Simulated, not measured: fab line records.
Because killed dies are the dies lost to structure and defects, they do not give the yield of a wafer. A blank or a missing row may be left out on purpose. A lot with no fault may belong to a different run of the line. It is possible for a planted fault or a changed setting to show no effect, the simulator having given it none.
Chamber matching | flow n5_finfet | N5_MOL_CONTACT_COAG_ETCHBACK_136 on rie_diel-01: 4 sister chambers
The step etches SiO2 in CHF3, target depth 25 nm, time 16.7 s. 14 wafers are shown with their chamber, then 7 later ones without.

== WAFERS PAIRED WITH THEIR CHAMBERS ==
wafer  | chamber | throttle_valve_pct (%) | showerhead_plenum_p_Torr (Torr) | rf_vpp_V (V)
L077.1 | 3       | 19.37                  | 2.26                            | 508
L077.2 | 2       | 18.44                  | 2.42                            | 536
L077.5 | 3       | 19.37                  | 2.26                            | 508
L079.2 | 1       | 18.45                  | 2.44                            | 538
L079.3 | 3       | 19.38                  | 2.26                            | 508
L079.6 | 2       | 18.47                  | 2.42                            | 536
L080.1 | 2       | 18.45                  | 2.42                            | 537
L080.2 | 1       | 18.47                  | 2.43                            | 539
L080.6 | 1       | 18.47                  | 2.43                            | 538
L081.2 | 2       | 18.47                  | 2.42                            | 536
L081.5 | 2       | 18.47                  | 2.42                            | 538
L081.6 | 1       | 18.46                  | 2.43                            | 538
L091.2 | 0       | 18.66                  | 2.48                            | 530
L091.3 | 2       | 18.51                  | 2.41                            | 536

SIGNATURES (averages over the wafers above)
reading                  | chamber 0 | chamber 1 | chamber 2 | chamber 3 | scatter within a chamber
throttle_valve_pct       | 18.6600   | 18.4625   | 18.4683   | 19.3733   | 0.018
showerhead_plenum_p_Torr | 2.4800    | 2.4325    | 2.4183    | 2.2600    | 0.00398
rf_vpp_V                 | 530.00    | 538.25    | 536.50    | 508.00    | 0.652
Rule: for a wafer and a chamber, the distance is found by dividing, reading by reading, the gap between the wafer's reading and the chamber's mean by the reading's scatter, squaring, summing and taking the root. If the next closest chamber is less than 2 further off than the closest, the wafer can't be placed; otherwise it belongs to the closest. The scatter is the square root of a quotient: the sum, over the shown wafers, of each reading's squared deviation from its chamber's mean, divided by wafers minus chambers.

== WAFERS MISSING THEIR CHAMBER ==
wafer  | throttle_valve_pct (%) | showerhead_plenum_p_Torr (Torr) | rf_vpp_V (V)
L091.4 | 18.49                  | 2.42                            | 538
L095.2 | 18.68                  | 2.47                            | 531
L095.3 | 19.00                  | 2.53                            | 517
L095.6 | 18.52                  | 2.40                            | 534
L097.1 | 18.66                  | 2.47                            | 531
L097.3 | 18.53                  | 2.42                            | 537
L097.6 | 18.52                  | 2.40                            | 536

== WHICH CHAMBER EACH WENT THROUGH ==
wafer  | from the rows above     | in truth
L091.4 | can't be placed: 2 or 1 | 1
L095.2 | 0                       | 0
L095.3 | 0                       | 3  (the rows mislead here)
L095.6 | 2                       | 2
L097.1 | 0                       | 0
L097.3 | can't be placed: 2 or 1 | 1
L097.6 | 2                       | 2
Correctly placed: 4 of 7. Can't be placed from these rows: 2 (the true chamber is among the candidates in 2). Placed wrongly: 1.
